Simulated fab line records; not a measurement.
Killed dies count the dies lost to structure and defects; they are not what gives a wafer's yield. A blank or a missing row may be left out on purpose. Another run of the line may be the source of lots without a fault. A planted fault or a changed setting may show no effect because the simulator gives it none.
Shared-tool check | flow nand_harc | Sample size 2 lots and 6 wafers

## REASON IT WAS OPENED
On 2 of the 2 lots, a flag is raised at NHARC_END_SORT_01 on the reading killed_at_array. Fault-free wafers read 52, with a standard deviation of 19.
Rule: a lot gets a flag if all its wafers with a number sit over 4 standard deviations from that mean, or if no wafer of it has a number. The rest of the lots are taken to be sound.

lot  | measured     | on        | killed_at_array, wafer by wafer | flag
L498 | day 32 05:19 | prober-01 | 675 673 675                     | FLAGGED
L497 | day 32 18:06 | prober-01 | 677 675 674                     | FLAGGED
On average the flagged lots' numbers are 675, which is +623 against the usual, or +33 standard deviations.

## LOT BY LOT: THE TOOL USED
4 process steps preceding the reading are held in the record, out of 1302 steps in the route. Read each cell as the tool, then ch plus the chambers that the sampled wafers visited, then the start.
lot  | flag    | NHARC_A_CHANNEL_HOLE_D1_ETCH_26 | NHARC_A_CHANNEL_HOLE_D1_ETCH_33 | NHARC_A_CHANNEL_FILL_D1_ALD_02   | NHARC_A_CHANNEL_FILL_D1_ALD_03
L498 | FLAGGED | har_etch-02 ch 0, day 16 12:46  | har_etch-02 ch 0, day 16 12:58  | ald_hk-01 ch 0,1, day 16 14:55   | ald_sin_batch-03 ch 0, day 32 05:19 or earlier
L497 | FLAGGED | har_etch-01 ch 0, day 16 11:40  | har_etch-01 ch 0, day 16 11:51  | ald_hk-01 ch 1,2,3, day 16 14:25 | ald_sin_batch-03 ch 0, day 32 18:06 or earlier
What is done by these steps:
- NHARC_A_CHANNEL_HOLE_D1_ETCH_26: etches the open film in C4F8/O2/Ar, time 224.1 s, target depth 300 nm.
- NHARC_A_CHANNEL_HOLE_D1_ETCH_33: etches the open film in C4F8/O2/Ar, time 90 s, target depth 400 nm.
- NHARC_A_CHANNEL_FILL_D1_ALD_02: deposits SiO2, target thk 6 nm, pulse time 10 s, ald cycles 60.
- NHARC_A_CHANNEL_FILL_D1_ALD_03: deposits SiNx, target thk 6 nm, pulse time 60 s, ald cycles 58.
- NHARC_END_SORT_01

## FLAGGED AGAINST TOTAL, ONE TOOL AT A TIME (gauges that did the reading follow at the end)
step                            | tool             | lots run | flagged | share of the flagged lots | sound lots run after its first flagged lot
NHARC_A_CHANNEL_HOLE_D1_ETCH_26 | har_etch-01      | 1        | 1       | some                      | 0
NHARC_A_CHANNEL_HOLE_D1_ETCH_26 | har_etch-02      | 1        | 1       | some                      | 0
NHARC_A_CHANNEL_HOLE_D1_ETCH_33 | har_etch-01      | 1        | 1       | some                      | 0
NHARC_A_CHANNEL_HOLE_D1_ETCH_33 | har_etch-02      | 1        | 1       | some                      | 0
NHARC_A_CHANNEL_FILL_D1_ALD_02  | ald_hk-01        | 2        | 2       | all                       | 0
NHARC_A_CHANNEL_FILL_D1_ALD_03  | ald_sin_batch-03 | 2        | 2       | all                       | 0
NHARC_END_SORT_01               | prober-01        | 2        | 2       | all                       | 0
NHARC_A_CHANNEL_FILL_D1_ALD_03 gives no start for some lots, so the hours and the order of its lots are those of NHARC_END_SORT_01.

## WHAT THE TABLE ALLOWS
In the table, 3 rows ran each flagged lot (ald_hk-01 at NHARC_A_CHANNEL_FILL_D1_ALD_02; ald_sin_batch-03 at NHARC_A_CHANNEL_FILL_D1_ALD_03; prober-01 at NHARC_END_SORT_01).
- ald_hk-01 at NHARC_A_CHANNEL_FILL_D1_ALD_02: 2 of its 2 lots flagged. Because this sample shows no sound lot run on it before its first flagged lot, the start cannot be pinned down more closely.
- ald_sin_batch-03 at NHARC_A_CHANNEL_FILL_D1_ALD_03: 2 of its 2 lots flagged. Because this sample shows no sound lot run on it before its first flagged lot, the start cannot be pinned down more closely.
- prober-01 at NHARC_END_SORT_01: 2 of its 2 lots flagged. Because this sample shows no sound lot run on it before its first flagged lot, the start cannot be pinned down more closely.
Counting lots can't tell these 3 tools apart, because each fits a fault that began at some hour. More lots, or a look at what each step does to the wafer, might.

## WHAT WAS PUT IN BY THE SIMULATOR
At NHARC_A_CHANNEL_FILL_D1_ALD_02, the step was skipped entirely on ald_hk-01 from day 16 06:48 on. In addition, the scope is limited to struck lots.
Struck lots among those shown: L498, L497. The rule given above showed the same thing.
